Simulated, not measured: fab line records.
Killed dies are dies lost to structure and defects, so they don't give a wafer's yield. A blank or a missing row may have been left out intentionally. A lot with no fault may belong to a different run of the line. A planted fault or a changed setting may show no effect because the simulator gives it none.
fab line records | flow n5_finfet | part 2 of 2: steps 17 to 27 of 27
[record] lots = 5 | wafers = 15 | last_day = 17
route steps=1938 shown BEOL_M5@1146
lots that met no fault: from a run of the same line without faults
start_h: start of the lot's first displayed wafer, in hours after the record's first day | wait_h: hours since the lot's step before | " identical to the entry in the row above | L1.1+2: a row that stands for several wafers | - no value, or no start given | * or withheld: withheld | < > ~ a bound
route shown NAME@n: a module of which the file shows steps, and the number in the route of the first | usual: average and standard deviation across the fault-free wafers | same: alike in all rows | chamber/n: place in a boat | sites: readings site by site | _std_site: standard deviation of those values | _edge_site: the outer-site mean with the inner-site mean subtracted | radius_mm: for every site, how far away it sits from the centre of the wafer | mask NAME#n: copy n | behind: tool/chamber where the wafer was last shaped | hold: why the lot was held/for how many hours/how that ended | device: transistor that didn't switch, given as n, p or np | end of line: tests of these same wafers at the route's end | step lacking rows: just its recipe | killed: at the first sort, the dies lost to defects and structure; wafer yield is something else | map: a wafer's dies, marking killed ones x, the rest . and places with no die _
set.NAME: the setting the step ran with; set.NAME@STEP: the setting that earlier step ran with | model.NAME: the simulator's own value behind a step, which no gauge read
certain route steps with their lots: each step a table, each wafer a row
services: a tool's chamber out of use, with start hour (start_h, from the record's first day; less than 0 if before it), hours out, and reason
[[steps]]
[step N5_BEOL_M5_STRIP_91]
[recipe] chemistry = N2/H2 | time_s = 10 | power_w = 450 | temp_c = 40 | pressure_mtorr = 20 | rf_frequency_hz = 6e+07 | bias_power_w = 7 | n2_flow_sccm = 200 | h2_flow_sccm = 200
[usual] drypump_motor_current_A = 5.8/0.49 | oes_product_au = 0.80/0.084 | rf_vpp_V = 59.2/0.83 | showerhead_plenum_p_Torr = 2.56/0.09 | throttle_valve_pct = 23.8/0.32
lot.wafer | tool        | chamber | start_h | wait_h | drypump_motor_current_A | oes_product_au | rf_hours_counter_h | rf_vpp_V | showerhead_plenum_p_Torr | throttle_valve_pct
L080.3    | rie_diel-05 | 0       | -       | -      | 5.6                     | 0.96           | 11                 | 59.9     | 2.50                     | 23.4
L080.4    | "           | 2       | "       | "      | 5.4                     | 0.73           | 189                | 58.4     | 2.53                     | 24.2
L080.5    | "           | 2       | "       | "      | 5.4                     | 0.72           | -                  | 59.8     | 2.53                     | 24.1
L090.4    | rie_diel-05 | 3       | -       | -      | 5.7                     | 0.90           | 21                 | 58.7     | 2.70                     | 23.7
L090.5    | "           | 2       | "       | "      | 5.4                     | 0.71           | -                  | 59.6     | 2.52                     | 24.2
L090.6    | "           | 1       | "       | "      | 5.9                     | 0.72           | -                  | 60.4     | 2.62                     | 24.1
L091.3    | rie_diel-05 | 3       | -       | -      | 5.7                     | 0.90           | 25                 | 59.3     | 2.70                     | 23.7
L091.4    | "           | 0       | "       | "      | 5.6                     | 0.91           | 32                 | 58.2     | 2.49                     | 23.4
L091.6    | "           | 2       | "       | "      | 5.4                     | 0.72           | -                  | 59.8     | 2.52                     | 24.2
L095.1    | rie_diel-02 | 1       | -       | -      | 5.6                     | 0.71           | 200                | 58.7     | 2.63                     | 24.1
L095.3    | "           | 3       | "       | "      | 6.6                     | 0.86           | 49                 | 60.1     | 2.57                     | 23.2
L095.5    | "           | 2       | "       | "      | 5.1                     | 0.78           | -                  | 58.6     | 2.45                     | 23.4
L097.3    | rie_diel-02 | 3       | -       | -      | 6.6                     | 0.86           | 52                 | 58.6     | 2.57                     | 23.2
L097.5    | "           | 1       | "       | "      | 5.5                     | 0.71           | -                  | 59.6     | 2.63                     | 24.1
L097.6    | "           | 0       | "       | "      | 5.1                     | 0.85           | -                  | 58.4     | 2.69                     | 23.9
[step N5_BEOL_M5_OCD_MEAS_38]
[usual] trench_depth_nm = 71.5/1.1
lot.wafer | tool   | chamber | start_h | wait_h | trench_depth_nm
L080.3    | ocd-02 | -       | 207.97  | -      | 72.8
L080.4    | "      | -       | "       | "      | 70.8
L080.5    | "      | -       | "       | "      | 71.5
L090.4    | ocd-02 | -       | 273.39  | -      | 72.1
L090.5    | "      | -       | "       | "      | 72.4
L090.6    | "      | -       | "       | "      | 70.8
L091.3    | ocd-01 | -       | 288.61  | -      | 71.9
L091.4    | "      | -       | "       | "      | 72.3
L091.6    | "      | -       | "       | "      | 71.6
L095.1    | ocd-02 | -       | 305.29  | -      | 70.2
L095.3    | "      | -       | "       | "      | 72.5
L095.5    | "      | -       | "       | "      | 70.7
L097.3    | ocd-02 | -       | 312.40  | -      | 72.7
L097.5    | "      | -       | "       | "      | 70.7
L097.6    | "      | -       | "       | "      | 72.8
[step N5_BEOL_M5_HM_STRIP_39]
[recipe] chemistry = peroxide_tin_strip | material = TiN | target_depth_a = 250 | temp_c = 50 | time_s = 158
lot.wafer  | tool         | chamber | start_h | wait_h
L080.3+4+5 | wet_bench-05 | 0,6,7   | 208.00  | 0.0
L090.4+5+6 | wet_bench-02 | 5,0,1   | 273.41  | 0.0
L091.3+4+6 | wet_bench-05 | 7,0,2   | 288.64  | 0.0
L095.1+3+5 | wet_bench-03 | 2,3,0   | 305.32  | 0.0
L097.3+5+6 | wet_bench-02 | 4,3,2   | 312.43  | 0.0
[step N5_BEOL_M5_SRD_40]
[recipe] time_s = 30 | temp_c = 23 | rinse_liquid = diw | dry = ipa_marangoni
lot.wafer  | tool         | chamber | start_h | wait_h
L080.3+4+5 | wet_bench-05 | 0,6,7   | 208.05  | 0.0
L090.4+5+6 | wet_bench-02 | 5,0,1   | 273.46  | 0.0
L091.3+4+6 | wet_bench-05 | 7,0,2   | 288.69  | 0.0
L095.1+3+5 | wet_bench-03 | 2,3,0   | 305.37  | 0.0
L097.3+5+6 | wet_bench-02 | 4,3,2   | 312.49  | 0.0
[step N5_BEOL_M5_PRECLEAN_42]
[recipe] chemistry = residue_remover | time_s = 60 | temp_c = 40
lot.wafer  | tool         | chamber | start_h | wait_h
L080.3+4+5 | wet_bench-05 | 0,6,7   | 208.06  | 0.0
L090.4+5+6 | wet_bench-02 | 5,0,1   | 273.48  | 0.0
L091.3+4+6 | wet_bench-05 | 7,0,2   | 288.70  | 0.0
L095.1+3+5 | wet_bench-03 | 2,3,0   | 305.39  | 0.0
L097.3+5+6 | wet_bench-02 | 4,3,2   | 312.51  | 0.0
[step N5_BEOL_M5_SRD_43]
[recipe] time_s = 30 | temp_c = 23 | rinse_liquid = diw | dry = ipa_marangoni
lot.wafer  | tool         | chamber | start_h | wait_h
L080.3+4+5 | wet_bench-05 | 0,6,7   | 208.08  | 0.0
L090.4+5+6 | wet_bench-02 | 5,0,1   | 273.49  | 0.0
L091.3+4+6 | wet_bench-05 | 7,0,2   | 288.72  | 0.0
L095.1+3+5 | wet_bench-03 | 2,3,0   | 305.40  | 0.0
L097.3+5+6 | wet_bench-02 | 4,3,2   | 312.53  | 0.0
[step N5_BEOL_M5_CD_MEAS_35]
[recipe] target_cd_nm = 28 | target_cd_y_nm = 24 | polarity = opening
[usual] cd_nm = 28.0/0.31
lot.wafer | tool      | chamber | start_h | wait_h | cd_nm
L080.3    | cd_sem-01 | -       | 208.13  | 0.0    | 27.6
L080.4    | "         | -       | "       | "      | 28.0
L080.5    | "         | -       | "       | "      | 27.6
L090.4    | cd_sem-01 | -       | 273.54  | 0.0    | 28.3
L090.5    | "         | -       | "       | "      | 28.0
L090.6    | "         | -       | "       | "      | 28.5
L091.3    | cd_sem-01 | -       | 288.76  | 0.0    | 28.0
L091.4    | "         | -       | "       | "      | 28.7
L091.6    | "         | -       | "       | "      | 27.8
L095.1    | cd_sem-02 | -       | 305.45  | 0.0    | 28.0
L095.3    | "         | -       | "       | "      | 28.9
L095.5    | "         | -       | "       | "      | 28.2
L097.3    | cd_sem-02 | -       | 312.57  | 0.0    | 27.7
L097.5    | "         | -       | "       | "      | 28.1
L097.6    | "         | -       | "       | "      | 28.0
[step N5_BEOL_M5_CURE_80]
[recipe] temp_c = 370 | time_s = 120 | ambient = DMADMS/He | material = SiCOH_lowk
[usual] lamp_power_pct = 52.31/0.055 | wafer_temp_C_max = 371.7/0.7
lot.wafer | tool       | chamber | start_h | wait_h | lamp_power_pct | wafer_temp_C_max
L080.3    | uv_cure-01 | 1       | 208.27  | 0.1    | 52.32          | 371.3
L080.4    | "          | 1       | "       | "      | 52.36          | 371.1
L080.5    | "          | 1       | "       | "      | 52.38          | 370.7
L090.4    | uv_cure-03 | 0       | 273.73  | 0.2    | 52.31          | 371.6
L090.5    | "          | 0       | "       | "      | 52.38          | 371.0
L090.6    | "          | 0       | "       | "      | 52.24          | 371.4
L091.3    | uv_cure-01 | 1       | 288.90  | 0.1    | 52.38          | 370.9
L091.4    | "          | 1       | "       | "      | 52.36          | 370.8
L091.6    | "          | 1       | "       | "      | 52.34          | 371.2
L095.1    | uv_cure-01 | 2       | 305.51  | 0.1    | 52.28          | 371.5
L095.3    | "          | 2       | "       | "      | 52.22          | 371.6
L095.5    | "          | 2       | "       | "      | 52.30          | 371.6
L097.3    | uv_cure-01 | 2       | 312.99  | 0.4    | 52.34          | 371.1
L097.5    | "          | 2       | "       | "      | 52.24          | 371.1
L097.6    | "          | 2       | "       | "      | 52.26          | 371.4
[step N5_BEOL_M5_DEGAS_44]
[recipe] ambient = vacuum | temp_c = 250 | time_s = 60
[usual] heater_power_w = 326/27
lot.wafer | tool           | chamber | start_h | wait_h | heater_power_w
L080.3    | pvd_sputter-01 | -       | 208.49  | 0.2    | 344
L080.4    | "              | -       | "       | "      | 318
L080.5    | "              | -       | "       | "      | 361
L090.4    | pvd_sputter-02 | -       | 273.90  | 0.1    | 346
L090.5    | "              | -       | "       | "      | 348
L090.6    | "              | -       | "       | "      | 336
L091.3    | pvd_sputter-01 | -       | 289.36  | 0.4    | 353
L091.4    | "              | -       | "       | "      | 314
L091.6    | "              | -       | "       | "      | 327
L095.1    | pvd_sputter-02 | -       | 305.85  | 0.3    | 338
L095.3    | "              | -       | "       | "      | 325
L095.5    | "              | -       | "       | "      | 330
L097.3    | pvd_sputter-02 | -       | 313.22  | 0.2    | 328
L097.5    | "              | -       | "       | "      | 345
L097.6    | "              | -       | "       | "      | 334
[step N5_BEOL_M5_PRE_CLEAN_45]
[recipe] gas = H2/He | time_s = 30 | temp_c = 250
[usual] heater_power_w = 326/26
lot.wafer | tool           | chamber | start_h | wait_h | heater_power_w
L080.3    | pvd_sputter-01 | -       | 208.53  | 0.0    | 356
L080.4    | "              | -       | "       | "      | 316
L080.5    | "              | -       | "       | "      | 350
L090.4    | pvd_sputter-02 | -       | 273.94  | 0.0    | 341
L090.5    | "              | -       | "       | "      | 352
L090.6    | "              | -       | "       | "      | 342
L091.3    | pvd_sputter-01 | -       | 289.40  | 0.0    | 354
L091.4    | "              | -       | "       | "      | 318
L091.6    | "              | -       | "       | "      | 312
L095.1    | pvd_sputter-02 | -       | 305.89  | 0.0    | 346
L095.3    | "              | -       | "       | "      | 320
L095.5    | "              | -       | "       | "      | 330
L097.3    | pvd_sputter-02 | -       | 313.26  | 0.0    | 322
L097.5    | "              | -       | "       | "      | 351
L097.6    | "              | -       | "       | "      | 353
[step N5_BEOL_M5_ALD_86]
[recipe] material = TaN | target_thk_a = * | temp_c = 275 | ald_precursor_family = PDMAT | ald_co_reactant = NH3 | pressure_torr = 3 | carrier_flow_sccm = 1500 | pulse_time_s = 2 | purge_time_s = 3 | co_reactant_purge_time_s = 2 | co_reactant_pulse_time_s = 3 | ald_cycles = 30 | precursor_vessel_temp_c = 75 | precursor_vessel_pressure_torr = 26.25 | precursor_vessel_carrier_sccm = 1000
[usual] heater_power_w = 430/37 | precursor_vessel_temp_c = 75.00/0.12
[same] co_reactant_pulse_time_s = 3
lot.wafer | tool         | chamber | start_h | wait_h | heater_power_w | precursor_vessel_temp_c
L080.3    | ald_metal-03 | 2       | 208.59  | 0.0    | 396            | 74.99
L080.4    | "            | 2       | "       | "      | 391            | 75.10
L080.5    | "            | 0       | "       | "      | 368            | 75.22
L090.4    | ald_metal-02 | 3       | 274.18  | 0.2    | 419            | 74.95
L090.5    | "            | 3       | "       | "      | 416            | 74.97
L090.6    | "            | 0       | "       | "      | 468            | 74.96
L091.3    | ald_metal-01 | 0       | 289.46  | 0.0    | 450            | 75.11
L091.4    | "            | 2       | "       | "      | 451            | 74.86
L091.6    | "            | 1       | "       | "      | 464            | 74.88
L095.1    | ald_metal-01 | 1       | 306.12  | 0.2    | 445            | 75.15
L095.3    | "            | 2       | "       | "      | 447            | 75.05
L095.5    | "            | 3       | "       | "      | 398            | 74.78
L097.3    | ald_metal-03 | 3       | 313.32  | 0.0    | 490            | 75.08
L097.5    | "            | 1       | "       | "      | 395            | 75.12
L097.6    | "            | 0       | "       | "      | 367            | 74.96
[[services]]
tool         | chamber | start_h | hours | kind
rie_diel-02  | 2       | 187.47  | 42.2  | repair
wet_bench-03 | -       | 193.71  | 3.4   | repair
rie_diel-05  | -       | 197.43  | 0.5   | repair
uv_cure-01   | -       | 204.45  | 1.0   | pm
uv_cure-01   | -       | 213.27  | 5.0   | pm
ald_metal-03 | 1       | 231.04  | 5.1   | repair
uv_cure-03   | -       | 238.98  | 1.0   | pm
uv_cure-01   | -       | 245.56  | 5.9   | repair
uv_cure-03   | -       | 251.75  | 7.5   | pm
ald_metal-02 | -       | 258.73  | 0.5   | repair
ald_metal-01 | 3       | 266.96  | 2.9   | repair
ald_metal-02 | 2       | 270.46  | 27.3  | repair
rie_diel-05  | 3       | 298.23  | 8.0   | repair
wet_bench-05 | -       | 304.00  | 0.5   | repair
ald_metal-02 | 2       | 308.79  | 27.3  | repair
